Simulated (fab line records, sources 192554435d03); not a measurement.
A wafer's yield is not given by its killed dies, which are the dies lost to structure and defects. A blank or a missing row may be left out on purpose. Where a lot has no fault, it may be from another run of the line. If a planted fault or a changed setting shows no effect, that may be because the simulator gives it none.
Lot-split experiment | flow n5_finfet | on a route of 1938 steps: 7 lots, 21 wafers read

## ABOUT THE SPLIT
At N5_BEOL_M10_COAT_22 (resist thk 90 nm), the setting spin_rpm was moved away from the recipe's 1500 rpm on 13 of the 21 wafers read, by -6.1% to +10.9%. For the rest of the wafers, this setting stayed at what the recipe calls for.

## FROM THE SPLIT TO THE READING: what the file shows between them, 4 steps
- N5_BEOL_M10_EBR_24
- N5_BEOL_M10_SOFTBAKE_23: time 60 s
- N5_BEOL_M10_EXPOSE_25: exposes mask V9
- N5_BEOL_M10_PEB_26: peb time 60 s

## THE READING
CAR-ArF_of_BEOL_M10_COAT_22.thk_nm (the simulator's own value, which no gauge read), in nm, at N5_BEOL_M10_DEVELOP_27 (develop time 30 s). The file gives no usual value for it. Average 88.4 nm, standard deviation 0.25 nm, over the 8 wafers here run with the recipe.

wafer  | tool, chamber at the split | spin_rpm as run, rpm | against the recipe | CAR-ArF_of_BEOL_M10_COAT_22.thk_nm, nm | against lot-mates on the recipe
L083.2 | litho_track-04, 0          | 1551                 | +3.4%              | 87.2                                   | no lot-mate on the recipe
L083.4 | litho_track-04, 0          | 1551                 | +3.4%              | 87.2                                   | no lot-mate on the recipe
L083.3 | litho_track-04, 0          | 1551                 | +3.4%              | 87                                     | no lot-mate on the recipe
L086.2 | litho_track-02, 0          | 1500                 | recipe             | 88.4                                   | -
L086.3 | litho_track-02, 0          | 1500                 | recipe             | 88.8                                   | -
L086.6 | litho_track-02, 0          | 1500                 | recipe             | 88.8                                   | -
L088.2 | litho_track-02, 0          | 1664                 | +10.9%             | 83.6                                   | -4.4
L088.3 | litho_track-02, 0          | 1664                 | +10.9%             | 84                                     | -4.0
L088.6 | litho_track-02, 0          | 1500                 | recipe             | 88                                     | -
L090.4 | litho_track-03, 0          | 1455                 | -3.0%              | 89.8                                   | +1.4
L090.5 | litho_track-03, 0          | 1455                 | -3.0%              | 89.6                                   | +1.2
L090.6 | litho_track-03, 0          | 1500                 | recipe             | 88.4                                   | -
L092.2 | litho_track-04, 0          | 1500                 | recipe             | 88.4                                   | -
L092.3 | litho_track-04, 0          | 1557                 | +3.8%              | 86.6                                   | -1.8
L092.5 | litho_track-04, 0          | 1557                 | +3.8%              | 86.8                                   | -1.6
L094.1 | litho_track-02, 0          | 1620                 | +8.0%              | 85                                     | no lot-mate on the recipe
L094.2 | litho_track-02, 0          | 1620                 | +8.0%              | 85                                     | no lot-mate on the recipe
L094.3 | litho_track-02, 0          | 1620                 | +8.0%              | 85                                     | no lot-mate on the recipe
L096.3 | litho_track-03, 0          | 1500                 | recipe             | 88.4                                   | -
L096.4 | litho_track-03, 0          | 1500                 | recipe             | 88.2                                   | -
L096.5 | litho_track-03, 0          | 1409                 | -6.1%              | 91.4                                   | +3.1

FIT RESULTS
A straight line over all 21 wafers: CAR-ArF_of_BEOL_M10_COAT_22.thk_nm changes by -0.433 nm for each +1% of spin_rpm; r = -0.99; the points scatter about the line by 0.21 nm.
The same after taking each lot's own level away (the mean of its wafers on the recipe; 15 wafers): -0.411 nm for each +1%; r = -0.99; scatter 0.24 nm.
That fit puts the effect of the largest move of spin_rpm on the reading at 4.5 nm.
From 88.00 to 88.67 nm: that is the span of the lots' own levels, equal to 2.6 times the standard deviation above.
So the lot-to-lot level changes the slope little: the two slopes agree.
Check: with one of the wafers moved furthest among these (+10.9%) left out of the fit, the line predicts -4.43 nm for it against its lot-mates. Against them it came out at -4.4 nm.

## ADDITIONAL SPLITS CARRIED BY THESE WAFERS
Before the reading, these wafers also passed through other splits. Each is held against what the fit with the lots' levels taken away leaves over:
other split on the same wafers     | wafers away from the commonest value | r with CAR-ArF_of_BEOL_M10_COAT_22.thk_nm (lot level and that fit taken away)
N5_BEOL_M5_ILD_DEP_00 time_s       | 8                                    | -0.28
N5_BEOL_M5_COAT_71 spin_rpm        | 6                                    | +0.01
N5_BEOL_M6_ETCH_66 bias_w          | 8                                    | +0.09
N5_BEOL_M6_TRENCH_ETCH_37 bias_w   | 3                                    | -0.04
N5_BEOL_M7_VIA_ETCH_34 source_w    | 10                                   | -0.21
N5_BEOL_M7_TRENCH_ETCH_37 source_w | 10                                   | +0.43
N5_BEOL_M9_COAT_60 spin_rpm        | 9                                    | +0.02
N5_BEOL_M10_ETCH_62 time_s         | 10                                   | +0.09

## THE WHOLE CHAIN: every reading that the file lists as answering this split, in the file's order
step                   | what it does      | reading                                                                             | change (the file's fit)               | r (the file's)
N5_BEOL_M10_COAT_22    | resist thk 90 nm  | CAR-ArF_of_BEOL_M10_COAT_22.thk_nm (the simulator's own value, which no gauge read) | -0.428 nm for each +1% of the setting | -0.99
N5_BEOL_M10_DEVELOP_27 | develop time 30 s | CAR-ArF_of_BEOL_M10_COAT_22.thk_nm (the simulator's own value, which no gauge read) | -0.418 nm for each +1% of the setting | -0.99

## THE FILE'S OWN FIT
CAR-ArF_of_BEOL_M10_COAT_22.thk_nm changes by -0.418 nm for each +1% of spin_rpm, r = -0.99.
